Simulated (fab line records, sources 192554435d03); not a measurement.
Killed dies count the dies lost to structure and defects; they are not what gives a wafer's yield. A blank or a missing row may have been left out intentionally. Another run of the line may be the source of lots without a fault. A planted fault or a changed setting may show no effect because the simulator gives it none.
Matching of chambers -- flow n5Finfet -- pecvd-04 running N5_BEOL_M3_DEP_57: 3 sister chambers
The step deposits SiCN from 3MS/NH3, target thk 8 nm, time 14 s. 3 wafers are shown with their chamber, then 11 later ones without.

WAFERS, EACH WITH ITS CHAMBER
wafer,chamber,showerheadPlenumPTorr (Torr)
L086.1,1,3.656
L086.3,2,3.680
L086.4,0,3.690

WAFERS WITHOUT THEIR CHAMBER
wafer,showerheadPlenumPTorr (Torr)
L086.5,3.683
L086.6,3.670
L089.1,3.654
L089.3,3.690
L089.4,3.680
L094.1,3.684
L094.2,3.676
L094.3,3.664
L094.4,3.673
L094.5,3.657
L094.6,3.682

WHICH CHAMBER EACH WENT THROUGH
wafer,from the rows above,in truth
L086.5,can't be placed: 2 or 0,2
L086.6,can't be placed: 2 or 1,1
L089.1,1,1
L089.3,0,0
L089.4,2,2
L094.1,can't be placed: 2 or 0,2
L094.2,2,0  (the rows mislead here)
L094.3,can't be placed: 1 or 2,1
L094.4,2,2
L094.5,1,1
L094.6,can't be placed: 2 or 0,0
Placed correctly: 5 of 11. Not placeable from these rows: 5 (in 5, the candidates include the true chamber). 1 placed wrongly.
How it was worked out, from the rows above alone: a wafer's distance from a chamber is the root of the sum, over the readings, of the square of ((its reading less the chamber's mean) divided by the reading's scatter). If the next closest chamber is less than 2 further off than the closest, the wafer can't be placed; otherwise it belongs to the closest. Each chamber's mean is taken over the wafers shown for it. The scatter (one wafer shown for each chamber): square how far every hidden wafer sits from the nearest shown wafer, average those squares and take the square root.
